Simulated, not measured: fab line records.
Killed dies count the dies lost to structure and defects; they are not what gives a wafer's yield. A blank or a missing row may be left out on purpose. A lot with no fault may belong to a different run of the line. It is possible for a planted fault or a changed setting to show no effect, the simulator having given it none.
Struck lot and sound lot, side by side ; flow n5 finfet ; 14 steps out of a route of 1938
Sound: the wafers L609.1, L609.4, L609.6. Struck: wafer L605.1; the same lot's L605.2 was not struck, so it is left out; see the end for the cause.
Per side, at each step with rows, come the tool, then ch with its chambers, and then its first start. Under that, the readings that differ: sound wafers ; struck wafers ; difference of the means ; sigmas: that difference in standard deviations of wafers without a fault.
alike: readings with means less than 2 such deviations apart, plus words and numbers identical on both sides. not compared: withheld readings, readings lacking a value on some wafer, bounds such as >300 that could conceal the same value, and numbers that have no deviation in the record and whose values overlap.
A row with sigmas, a row that says differs or no value, or rows on one side alone: a step with any of these is where the two part. When numbers do not overlap yet have no deviation, they are printed without sigmas and do not part them. A reading that every wafer of one side lacks parts them only if that side has two wafers or more.

first, 1 step without rows for these wafers: N5_BEOL_M9_STRIP_80 (strips in N2/H2, time 10 s).
N5_BEOL_M9_OCD_MEAS_38:
  sound: ocd-01 at day 14 16:30; struck: ocd-02 at day 13 19:05
reading;sound;struck;difference;sigmas
trench depth nm (nm);144.6 152.9 148.3;154.0;+5.4;+2
then, 4 steps without rows for these wafers: N5_BEOL_M9_HM_STRIP_39 (strips TiN in peroxide tin strip, target depth 25 nm, time 158 s); N5_BEOL_M9_SRD_40 (time 30 s); N5_BEOL_M9_PRECLEAN_42 (cleans in residue remover, time 60 s); N5_BEOL_M9_SRD_43 (time 30 s).
N5_BEOL_M9_CD_MEAS_35: target cd 70 nm, target cd y 40 nm.
  sound: cd sem-03 at day 14 16:39; struck: cd sem-02 at day 13 19:14
  alike: cd nm
then, 1 step without rows for these wafers: N5_BEOL_M9_CURE_72 (cures SiCOH lowk, time 120 s).
N5_BEOL_M9_DEGAS_44: time 60 s.
  sound: pvd sputter-01 at day 14 17:19; struck: pvd sputter-02 at day 13 19:41
  alike: heater power w
N5_BEOL_M9_PRE_CLEAN_45: time 30 s.
  sound: pvd sputter-01 at day 14 17:22; struck: pvd sputter-02 at day 13 19:44
  alike: heater power w
N5_BEOL_M9_ALD_74: deposits TaN, target thk 2 nm, pulse time 2 s, purge time 3 s.
  sound on ald metal-02 ch 0,1,3, day 14 17:26; struck on ald metal-01 ch 1, day 13 19:49
  alike: heater power w
N5_BEOL_M9_SURFACE_TREAT_79:
  sound: pvd sputter-01 at day 14 17:44; struck: pvd sputter-02 at day 13 20:10
  not compared: throttle valve pct
N5_BEOL_M9_CVD_78: deposits Co from CCTBA/H2, target thk 2 nm, time 138.9 s.
  sound on cvd co-02 ch 0,2, day 14 18:01; struck on cvd co-01 ch 1, day 13 20:14
reading;sound;struck;difference;sigmas
run length s (s);160.8 160.6 161.4;121.5;-39.4;-56
N5_BEOL_M9_SPUTTER_48: material Cu, target thk 12 nm, time 2 s.
  sound: pvd sputter-02 at day 14 18:17; struck: pvd sputter-03 at day 13 20:26
  alike: chuck gas flow sccm, throttle valve pct

WHERE THEY PART
Earliest at N5_BEOL_M9_OCD_MEAS_38; latest, in this record, at N5_BEOL_M9_CVD_78. Later steps at which nothing parts them and some readings are alike: N5_BEOL_M9_SPUTTER_48.

WHY: what had been put in by the simulator
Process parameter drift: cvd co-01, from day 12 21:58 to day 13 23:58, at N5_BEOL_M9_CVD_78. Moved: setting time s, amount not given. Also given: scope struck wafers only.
